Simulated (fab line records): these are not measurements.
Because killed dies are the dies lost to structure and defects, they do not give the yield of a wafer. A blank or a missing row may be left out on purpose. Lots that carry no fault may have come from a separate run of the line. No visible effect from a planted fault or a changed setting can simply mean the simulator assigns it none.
fab line records | flow n5_finfet | part 2 of 2: steps 21 to 30 of 30
record lots=5 | wafers=15 | last_day=16
route steps=1938 shown HKMG_FIN@458 GATE_CUT@465
lots that met no fault: from a run of the same line without faults
start_h: the number of hours between the record's first day and the start of the first shown wafer of the lot | wait_h: time in hours since the lot's previous step | " the same as in the row above | L1.1+2: a single row standing in for several wafers | - no value present, or no start provided | * or withheld: withheld | < > ~ a bound
route shown NAME@n: names a module that has steps shown in the file, with the first one's number in the route | usual: the fault-free wafers' mean and standard deviation | same: alike in all rows | chamber/n: place in a boat | sites: each site's reading | _std_site: standard deviation of those values | _edge_site: mean of outer sites minus mean of inner sites | radius_mm: how far each site lies from the wafer's centre | mask NAME#n: copy n | behind: tool/chamber where the wafer was last shaped | hold: cause of the lot's hold/its duration in hours/its outcome | device: which transistor (n, p or np) failed to switch | end of line: tests of these same wafers at the route's end | a step given without rows: its recipe and nothing more | killed: at the first sort, the dies lost to defects and structure; wafer yield is something else | map: a wafer's dies, marking killed ones x, the rest . and places with no die _
set.NAME: the setting the step ran with; set.NAME@STEP: the setting that earlier step ran with | model.NAME: the simulator's own value behind a step, which no gauge read
certain route steps with their lots: each step a table, each wafer a row
services: when a tool's chamber went out of use (start_h, in hours from the record's first day, below 0 if earlier), for how many hours, and the reason
## steps
# step N5_GATE_CUT_COAT_27
# recipe resist=underlayer | temp_c=205 | time_s=60 | spin_rpm=1500 | resist_thk_nm=10
# usual chill_plate_temp_C=22.97/0.12 | heater_power_total_W=391.7/1.3
lot.wafer | tool           | chamber | start_h | wait_h | chill_plate_temp_C | heater_power_total_W
L079.1    | litho_track-01 | 0       | -       | -      | 23.04              | 392.5
L079.3    | "              | 0       | "       | "      | 22.84              | 392.3
L079.6    | "              | 0       | "       | "      | 22.78              | 392.1
L080.2    | litho_track-05 | 0       | -       | -      | 23.10              | 389.5
L080.3    | "              | 0       | "       | "      | 23.08              | 390.5
L080.5    | "              | 0       | "       | "      | 22.84              | 389.7
L085.1    | litho_track-05 | 0       | -       | -      | 23.04              | 393.2
L085.3    | "              | 0       | "       | "      | 23.09              | 392.8
L085.6    | "              | 0       | "       | "      | 22.91              | 389.7
L090.1    | litho_track-01 | 0       | -       | -      | 22.84              | 390.0
L090.2    | "              | 0       | "       | "      | 22.99              | 389.7
L090.5    | "              | 0       | "       | "      | 22.97              | 391.4
L091.3    | litho_track-05 | 0       | -       | -      | 23.20              | 392.8
L091.4    | "              | 0       | "       | "      | 23.10              | 392.5
L091.5    | "              | 0       | "       | "      | 23.09              | 392.8
# step N5_GATE_CUT_COAT_07
# recipe resist=CAR-EUV | spin_rpm=1500 | resist_thk_nm=30
# usual chill_plate_temp_C=22.97/0.097
lot.wafer | tool           | chamber | start_h | wait_h | chill_plate_temp_C
L079.1    | litho_track-01 | 0       | -       | -      | 23.05
L079.3    | "              | 0       | "       | "      | 23.08
L079.6    | "              | 0       | "       | "      | 23.12
L080.2    | litho_track-05 | 0       | -       | -      | 23.04
L080.3    | "              | 0       | "       | "      | 22.98
L080.5    | "              | 0       | "       | "      | 22.96
L085.1    | litho_track-05 | 0       | -       | -      | 22.95
L085.3    | "              | 0       | "       | "      | 22.91
L085.6    | "              | 0       | "       | "      | 22.83
L090.1    | litho_track-01 | 0       | -       | -      | 22.91
L090.2    | "              | 0       | "       | "      | 22.98
L090.5    | "              | 0       | "       | "      | 22.90
L091.3    | litho_track-05 | 0       | -       | -      | 23.04
L091.4    | "              | 0       | "       | "      | 23.05
L091.5    | "              | 0       | "       | "      | 22.89
# step N5_GATE_CUT_EBR_09
# recipe solvent=PGMEA | ebr_width_mm=1.5
# usual chill_plate_temp_C=22.99/0.096
lot.wafer | tool           | chamber | start_h | wait_h | chill_plate_temp_C
L079.1    | litho_track-01 | 0       | -       | -      | 23.02
L079.3    | "              | 0       | "       | "      | 22.97
L079.6    | "              | 0       | "       | "      | 22.95
L080.2    | litho_track-05 | 0       | -       | -      | 23.20
L080.3    | "              | 0       | "       | "      | 23.07
L080.5    | "              | 0       | "       | "      | 23.15
L085.1    | litho_track-05 | 0       | -       | -      | 22.87
L085.3    | "              | 0       | "       | "      | 23.00
L085.6    | "              | 0       | "       | "      | 22.89
L090.1    | litho_track-01 | 0       | -       | -      | 22.98
L090.2    | "              | 0       | "       | "      | 23.06
L090.5    | "              | 0       | "       | "      | 23.02
L091.3    | litho_track-05 | 0       | -       | -      | 22.99
L091.4    | "              | 0       | "       | "      | 22.94
L091.5    | "              | 0       | "       | "      | 23.05
# step N5_GATE_CUT_SOFTBAKE_08
# recipe temp_c=110 | time_s=60 | resist=CAR-EUV
# usual chill_plate_temp_C=22.97/0.11 | heater_power_total_W=175.4/1.6
lot.wafer | tool           | chamber | start_h | wait_h | chill_plate_temp_C | heater_power_total_W
L079.1    | litho_track-01 | 0       | -       | -      | 22.90              | 174.7
L079.3    | "              | 0       | "       | "      | 22.81              | 177.3
L079.6    | "              | 0       | "       | "      | 22.85              | 173.0
L080.2    | litho_track-05 | 0       | -       | -      | 22.96              | 175.2
L080.3    | "              | 0       | "       | "      | 22.89              | 174.0
L080.5    | "              | 0       | "       | "      | 23.07              | 177.3
L085.1    | litho_track-05 | 0       | -       | -      | 22.92              | 176.9
L085.3    | "              | 0       | "       | "      | 23.03              | 177.1
L085.6    | "              | 0       | "       | "      | 23.02              | 175.2
L090.1    | litho_track-01 | 0       | -       | -      | 22.72              | 173.8
L090.2    | "              | 0       | "       | "      | 22.72              | 173.9
L090.5    | "              | 0       | "       | "      | 22.68              | 175.1
L091.3    | litho_track-05 | 0       | -       | -      | 22.76              | 176.1
L091.4    | "              | 0       | "       | "      | 22.96              | 177.5
L091.5    | "              | 0       | "       | "      | 22.97              | 173.8
# step N5_GATE_CUT_EXPOSE_10
# recipe mask_id=GATE_CUT | na=0.33 | source_shape=annular | sigma_inner=0.35 | sigma_outer=0.8 | polarization=unpolarized | target_cd_nm=20 | dose_mj=43.25
lot.wafer  | tool           | chamber | start_h | wait_h | mask
L079.1+3+6 | euv_scanner-01 | 0       | 113.25  | -      | GATE_CUT#0
L080.2+3+5 | euv_scanner-01 | 0       | 118.46  | -      | GATE_CUT#0
L085.1+3+6 | euv_scanner-01 | 0       | 149.86  | -      | GATE_CUT#0
L090.1+2+5 | euv_scanner-02 | 0       | 177.97  | -      | GATE_CUT#0
L091.3+4+5 | euv_scanner-01 | 0       | 186.32  | -      | GATE_CUT#0
# step N5_GATE_CUT_PEB_11
# recipe peb_temp_c=100 | peb_time_s=60 | resist=CAR-EUV
# usual chill_plate_temp_C=23.04/0.11 | heater_power_total_W=154.1/1.1
# same peb_time_s=60
lot.wafer | tool           | chamber | start_h | wait_h | chill_plate_temp_C | heater_power_total_W
L079.1    | litho_track-01 | 0       | 113.32  | 0.1    | 23.16              | 153.6
L079.3    | "              | 0       | "       | "      | 23.16              | 155.1
L079.6    | "              | 0       | "       | "      | 23.08              | 152.6
L080.2    | litho_track-04 | 0       | 118.52  | 0.1    | 23.14              | 152.6
L080.3    | "              | 0       | "       | "      | 22.89              | 153.0
L080.5    | "              | 0       | "       | "      | 23.19              | 152.8
L085.1    | litho_track-05 | 0       | 149.92  | 0.1    | 22.94              | 153.9
L085.3    | "              | 0       | "       | "      | 22.95              | 153.1
L085.6    | "              | 0       | "       | "      | 23.09              | 154.7
L090.1    | litho_track-05 | 0       | 178.04  | 0.1    | 23.13              | 153.8
L090.2    | "              | 0       | "       | "      | 23.12              | 155.3
L090.5    | "              | 0       | "       | "      | 23.07              | 155.2
L091.3    | litho_track-04 | 0       | 186.37  | 0.0    | 22.89              | 154.3
L091.4    | "              | 0       | "       | "      | 23.07              | 153.4
L091.5    | "              | 0       | "       | "      | 23.05              | 155.3
# step N5_GATE_CUT_DEVELOP_12
# recipe develop_time_s=30 | developer=TMAH | resist=CAR-EUV | rinse_liquid=surfactant_rinse | dry=air_spin | dev_temp_c=23
# usual chill_plate_temp_C=23.00/0.11
lot.wafer | tool           | chamber | start_h | wait_h | chill_plate_temp_C
L079.1    | litho_track-01 | 0       | -       | -      | 23.03
L079.3    | "              | 0       | "       | "      | 22.95
L079.6    | "              | 0       | "       | "      | 22.91
L080.2    | litho_track-04 | 0       | -       | -      | 22.86
L080.3    | "              | 0       | "       | "      | 23.16
L080.5    | "              | 0       | "       | "      | 23.00
L085.1    | litho_track-05 | 0       | -       | -      | 22.79
L085.3    | "              | 0       | "       | "      | 23.07
L085.6    | "              | 0       | "       | "      | 23.01
L090.1    | litho_track-05 | 0       | -       | -      | 23.10
L090.2    | "              | 0       | "       | "      | 22.88
L090.5    | "              | 0       | "       | "      | 22.92
L091.3    | litho_track-04 | 0       | -       | -      | 23.15
L091.4    | "              | 0       | "       | "      | 22.78
L091.5    | "              | 0       | "       | "      | 22.79
# step N5_GATE_CUT_CD_MEAS_13
# recipe target_cd_nm=20 | landing_energy_ev=500 | detector=se_inlens
# usual cd_nm=19.98/0.28
lot.wafer | tool      | chamber | start_h | wait_h | cd_nm
L079.1    | cd_sem-01 | 0       | 113.38  | -      | 19.91
L079.3    | "         | 0       | "       | "      | 20.25
L079.6    | "         | 0       | "       | "      | 19.96
L080.2    | cd_sem-02 | 0       | 118.59  | -      | 19.99
L080.3    | "         | 0       | "       | "      | 20.35
L080.5    | "         | 0       | "       | "      | 20.06
L085.1    | cd_sem-03 | 0       | 149.99  | -      | 19.69
L085.3    | "         | 0       | "       | "      | 20.32
L085.6    | "         | 0       | "       | "      | 20.12
L090.1    | cd_sem-03 | 0       | 178.10  | -      | 19.51
L090.2    | "         | 0       | "       | "      | 19.66
L090.5    | "         | 0       | "       | "      | 19.72
L091.3    | cd_sem-03 | 0       | 186.44  | -      | 19.63
L091.4    | "         | 0       | "       | "      | 19.75
L091.5    | "         | 0       | "       | "      | 19.63
# step N5_GATE_CUT_OVL_MEAS_14
# recipe points_per_wafer=522
# usual GATE_CUT_OVL=0.1/0.63
# same points_per_wafer=522
lot.wafer | tool       | chamber | start_h | wait_h | GATE_CUT_OVL[nm]
L079.1    | overlay-02 | 0       | 113.41  | 0.0    | 0.6
L079.3    | "          | 0       | "       | "      | 0.2
L079.6    | "          | 0       | "       | "      | -0.4
L080.2    | overlay-01 | 0       | 118.62  | 0.0    | -0.2
L080.3    | "          | 0       | "       | "      | -0.5
L080.5    | "          | 0       | "       | "      | -0.5
L085.1    | overlay-02 | 0       | 150.02  | 0.0    | 0.4
L085.3    | "          | 0       | "       | "      | 0.3
L085.6    | "          | 0       | "       | "      | 0.9
L090.1    | overlay-02 | 0       | 178.13  | 0.0    | -0.9
L090.2    | "          | 0       | "       | "      | -0.3
L090.5    | "          | 0       | "       | "      | -0.5
L091.3    | overlay-02 | 0       | 186.48  | 0.0    | 0.2
L091.4    | "          | 0       | "       | "      | -0.9
L091.5    | "          | 0       | "       | "      | -0.2
# step N5_GATE_CUT_INSPECT_15
# recipe mode=adi | inspect_instrument=brightfield
# usual raw_defect_count=148/56
lot.wafer | tool              | chamber | start_h | wait_h | raw_defect_count
L079.1    | defect_inspect-01 | -       | 113.47  | 0.1    | 110
L079.3    | "                 | -       | "       | "      | 108
L079.6    | "                 | -       | "       | "      | 185
L080.2    | defect_inspect-01 | -       | 118.68  | 0.0    | 172
L080.3    | "                 | -       | "       | "      | 114
L080.5    | "                 | -       | "       | "      | 141
L085.1    | defect_inspect-01 | -       | 150.08  | 0.1    | 170
L085.3    | "                 | -       | "       | "      | 122
L085.6    | "                 | -       | "       | "      | 135
L090.1    | defect_inspect-01 | -       | 178.19  | 0.1    | 176
L090.2    | "                 | -       | "       | "      | 289
L090.5    | "                 | -       | "       | "      | 135
L091.3    | defect_inspect-02 | -       | 186.52  | 0.0    | 132
L091.4    | "                 | -       | "       | "      | 129
L091.5    | "                 | -       | "       | "      | 167
## services
tool           | chamber | start_h | hours | kind
cmp-02         | -       | 93.50   | 4.2   | repair
cmp-03         | -       | 103.29  | 3.8   | repair
rie_diel-02    | 2       | 105.26  | 7.6   | repair
cmp-03         | -       | 107.12  | 5.7   | pm
rie_metal-02   | -       | 107.43  | 2.8   | pm
euv_scanner-01 | -       | 112.18  | 0.6   | repair
rie_diel-06    | 0       | 115.84  | 5.3   | repair
cvd_w-02       | -       | 118.33  | 1.0   | repair
euv_scanner-01 | -       | 120.51  | 1.0   | repair
cmp-04         | -       | 123.60  | 3.2   | repair
cmp-03         | -       | 123.72  | 1.0   | repair
cvd_w-02       | 1       | 125.09  | 3.7   | repair
rie_diel-06    | 1       | 128.14  | 16.7  | repair
euv_scanner-01 | -       | 128.16  | 1.0   | pm
rie_diel-02    | 2       | 132.32  | 6.3   | repair
rie_metal-02   | 0       | 142.03  | 22.0  | repair
rie_diel-06    | 2       | 142.69  | 23.3  | repair
cmp-03         | -       | 143.32  | 18.2  | repair
cmp-04         | -       | 148.38  | 1.8   | repair
cvd_w-02       | -       | 153.89  | 0.7   | repair
pecvd-01       | -       | 166.23  | 6.0   | pm
cmp-03         | -       | 171.73  | 4.0   | pm
euv_scanner-01 | -       | 176.48  | 4.6   | pm
pecvd-01       | -       | 176.61  | 1.2   | repair
